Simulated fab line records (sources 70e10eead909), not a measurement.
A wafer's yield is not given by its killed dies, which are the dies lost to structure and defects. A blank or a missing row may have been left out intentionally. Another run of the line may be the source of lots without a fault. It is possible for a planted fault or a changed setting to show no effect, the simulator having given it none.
Matching of chambers + flow nand harc + NHARC_A_STAIRCASE_DEP_156 on pecvd-04: 3 sister chambers
The step deposits SiNx, target thk 50 nm. 3 wafers are shown with their chamber, then 8 later ones without.

## WAFERS WITH THEIR CHAMBER
| wafer  | chamber | heater power w (W) |
|--------|---------|--------------------|
| L092.2 | 2       | 637                |
| L092.3 | 0       | 671                |
| L091.2 | 1       | 598                |

## WAFERS WITH NO CHAMBER GIVEN
| wafer  | heater power w (W) |
|--------|--------------------|
| L091.4 | 620                |
| L091.6 | 770                |
| L094.4 | 657                |
| L094.5 | 653                |
| L094.6 | 763                |
| L096.4 | 663                |
| L096.5 | 595                |
| L096.6 | 761                |

## WHICH CHAMBER EACH ONE RAN IN
| wafer  | from the rows above          | in truth |
|--------|------------------------------|----------|
| L091.4 | can't be placed: 2 or 1 or 0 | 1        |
| L091.6 | can't be placed: 0 or 2 or 1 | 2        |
| L094.4 | can't be placed: 0 or 2 or 1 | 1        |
| L094.5 | can't be placed: 2 or 0 or 1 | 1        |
| L094.6 | can't be placed: 0 or 2 or 1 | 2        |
| L096.4 | can't be placed: 0 or 2 or 1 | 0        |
| L096.5 | can't be placed: 1 or 2 or 0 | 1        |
| L096.6 | can't be placed: 0 or 2 or 1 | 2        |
Correctly placed: 0 of 8. Can't be placed from these rows: 8 (the true chamber is among the candidates in 8). Number placed wrongly: 0.
How it was worked out, from the rows above alone: a wafer's distance from a chamber is the root of the sum, over the readings, of the square of ((its reading less the chamber's mean) divided by the reading's scatter). The wafer belongs to the nearest chamber; if the next one is less than 2 further off, it can't be placed. The mean given for a chamber averages the wafers shown for that chamber. The scatter: with one shown wafer a chamber, the root of the mean of the squares of how far each hidden wafer lies from its nearest shown one.
